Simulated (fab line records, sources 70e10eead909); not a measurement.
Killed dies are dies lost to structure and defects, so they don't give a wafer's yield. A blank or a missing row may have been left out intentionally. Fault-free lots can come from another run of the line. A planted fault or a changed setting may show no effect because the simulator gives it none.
The tool behind it: which one? || flow nand harc || 11 lots with 33 wafers sampled at 5 steps, on a route of 1302 steps

## WHAT THE GAUGES SHOWED, per wafer
NHARC_END_SORT_01.
{"lot": "L296", "measured": "day 24 19:59", "on": "prober-02", "killed at periphery": "4 1 4"}
{"lot": "L297", "measured": "day 25 15:18", "on": "prober-02", "killed at periphery": "3 6 3"}
{"lot": "L298", "measured": "day 26 12:31", "on": "prober-02", "killed at periphery": "4 4 6"}
{"lot": "L302", "measured": "day 27 03:37", "on": "prober-02", "killed at periphery": "1 4 1"}
{"lot": "L307", "measured": "day 29 03:35", "on": "prober-01", "killed at periphery": "635 635 633"}
{"lot": "L308", "measured": "day 30 13:27", "on": "prober-02", "killed at periphery": "623 625 624"}
{"lot": "L314", "measured": "day 31 21:56", "on": "prober-01", "killed at periphery": "4 4 5"}
{"lot": "L315", "measured": "day 33 06:49", "on": "prober-02", "killed at periphery": "5 3 3"}
{"lot": "L316", "measured": "day 33 12:59", "on": "prober-01", "killed at periphery": "2 4 4"}
{"lot": "L317", "measured": "day 33 07:35", "on": "prober-01", "killed at periphery": "4 0 2"}
{"lot": "L318", "measured": "day 33 19:35", "on": "prober-02", "killed at periphery": "4 3 6"}

## TOOL THAT RAN EACH LOT (tool first, then ch and the chambers of the sampled wafers, then the start)
{"lot": "L296", "NHARC_P_CONTACT_STRIP_28": "rie diel-07 ch 0,1,2, day 6 12:20", "NHARC_P_M0_ETCH_34": "rie diel-13 ch 1,3, day 6 15:44", "NHARC_P_M0_ETCH_15": "rie diel-13 ch 0,1, day 24 19:59 or earlier", "NHARC_P_M0_PRE_CLEAN_29": "pvd sputter-01, day 24 19:59 or earlier"}
{"lot": "L297", "NHARC_P_CONTACT_STRIP_28": "rie diel-07 ch 1,3, day 6 19:14", "NHARC_P_M0_ETCH_34": "rie diel-13 ch 1,2,3, day 6 22:33", "NHARC_P_M0_ETCH_15": "rie diel-13 ch 0,3, day 25 15:18 or earlier", "NHARC_P_M0_PRE_CLEAN_29": "pvd sputter-02, day 25 15:18 or earlier"}
{"lot": "L298", "NHARC_P_CONTACT_STRIP_28": "rie diel-03 ch 2,3, day 7 05:00", "NHARC_P_M0_ETCH_34": "rie diel-13 ch 2,3, day 7 08:28", "NHARC_P_M0_ETCH_15": "rie diel-13 ch 2,3, day 26 12:31 or earlier", "NHARC_P_M0_PRE_CLEAN_29": "pvd sputter-01, day 26 12:31 or earlier"}
{"lot": "L302", "NHARC_P_CONTACT_STRIP_28": "rie diel-03 ch 1,2,3, day 9 01:08", "NHARC_P_M0_ETCH_34": "rie diel-06 ch 1,2,3, day 9 04:25", "NHARC_P_M0_ETCH_15": "rie diel-06 ch 0,1,3, day 27 03:37 or earlier", "NHARC_P_M0_PRE_CLEAN_29": "pvd sputter-02, day 27 03:37 or earlier"}
{"lot": "L307", "NHARC_P_CONTACT_STRIP_28": "rie diel-03 ch 1,2, day 10 20:48", "NHARC_P_M0_ETCH_34": "rie diel-06 ch 0,1,2, day 11 00:01", "NHARC_P_M0_ETCH_15": "rie diel-06 ch 0,1,3, day 11 00:07", "NHARC_P_M0_PRE_CLEAN_29": "pvd sputter-01, day 29 03:35 or earlier"}
{"lot": "L308", "NHARC_P_CONTACT_STRIP_28": "rie diel-03 ch 0,1, day 11 21:04", "NHARC_P_M0_ETCH_34": "rie diel-13 ch 0,3, day 12 00:23", "NHARC_P_M0_ETCH_15": "rie diel-13 ch 0,1,2, day 12 00:29", "NHARC_P_M0_PRE_CLEAN_29": "pvd sputter-03, day 30 13:27 or earlier"}
{"lot": "L314", "NHARC_P_CONTACT_STRIP_28": "rie diel-03 ch 0,1,3, day 13 17:10", "NHARC_P_M0_ETCH_34": "rie diel-13 ch 0,1, day 13 20:32", "NHARC_P_M0_ETCH_15": "rie diel-13 ch 0,1,3, day 31 21:56 or earlier", "NHARC_P_M0_PRE_CLEAN_29": "pvd sputter-01, day 31 21:56 or earlier"}
{"lot": "L315", "NHARC_P_CONTACT_STRIP_28": "rie diel-08 ch 0,1,3, day 14 07:08", "NHARC_P_M0_ETCH_34": "rie diel-13 ch 0,2,3, day 14 10:25", "NHARC_P_M0_ETCH_15": "rie diel-13 ch 0,1,2, day 33 06:49 or earlier", "NHARC_P_M0_PRE_CLEAN_29": "pvd sputter-02, day 33 06:49 or earlier"}
{"lot": "L316", "NHARC_P_CONTACT_STRIP_28": "rie diel-07 ch 1,2,3, day 14 14:44", "NHARC_P_M0_ETCH_34": "rie diel-06 ch 0,2,3, day 14 18:04", "NHARC_P_M0_ETCH_15": "rie diel-06 ch 0,2,3, day 33 12:59 or earlier", "NHARC_P_M0_PRE_CLEAN_29": "pvd sputter-01, day 33 12:59 or earlier"}
{"lot": "L317", "NHARC_P_CONTACT_STRIP_28": "rie diel-03 ch 0,2,3, day 15 01:11", "NHARC_P_M0_ETCH_34": "rie diel-09 ch 0,1,3, day 15 04:32", "NHARC_P_M0_ETCH_15": "rie diel-09 ch 0,1, day 33 07:35 or earlier", "NHARC_P_M0_PRE_CLEAN_29": "pvd sputter-01, day 33 07:35 or earlier"}
{"lot": "L318", "NHARC_P_CONTACT_STRIP_28": "rie diel-03 ch 0,1,2, day 15 12:34", "NHARC_P_M0_ETCH_34": "rie diel-09 ch 1,2, day 15 15:43", "NHARC_P_M0_ETCH_15": "rie diel-09 ch 0,1,2, day 33 19:35 or earlier", "NHARC_P_M0_PRE_CLEAN_29": "pvd sputter-03, day 33 19:35 or earlier"}
- NHARC_P_CONTACT_STRIP_28: strips in O2.
- NHARC_P_M0_ETCH_34: etches the open film in N2/H2, target depth 40 nm, overetch 12 nm, time 43.94 s.
- NHARC_P_M0_ETCH_15: etches the open film in C4F8/Ar, target depth 150 nm, overetch 15 nm, time 82.5 s.
- NHARC_P_M0_PRE_CLEAN_29: time 30 s.

## THE ANSWER, worked out from the rows above alone
Rule: the usual values come from the lots themselves. The widest of any qualifying gaps counts: lots, ordered by their means at a reading, are off when they make up no more than a third of the lots, leave a main group of 4 or more, and stand apart from it by 3 or more times the standard deviation of that group's means. A main group is skipped when, at the precision printed for the reading in the tables above, its means are all equal. A lot without any number at a reading at which 4 lots or more have one is off too. All remaining lots with rows at the step are treated as sound.
Off at NHARC_END_SORT_01 (killed at periphery): L307, L308. The main group has a mean of 3.5 with a standard deviation of 0.93.
If a tool, at a process step before that reading, ran all the lots that are off and no sound lot after the first of them, it fits. The gauges at NHARC_END_SORT_01 are tried like those tools. NHARC_P_M0_ETCH_15: start missing for some lots; hours and lot order therefore follow NHARC_END_SORT_01. NHARC_P_M0_PRE_CLEAN_29: start missing for some lots; hours and lot order therefore follow NHARC_END_SORT_01. Not one of the candidates tried fits.

## WHAT WAS PUT IN BY THE SIMULATOR
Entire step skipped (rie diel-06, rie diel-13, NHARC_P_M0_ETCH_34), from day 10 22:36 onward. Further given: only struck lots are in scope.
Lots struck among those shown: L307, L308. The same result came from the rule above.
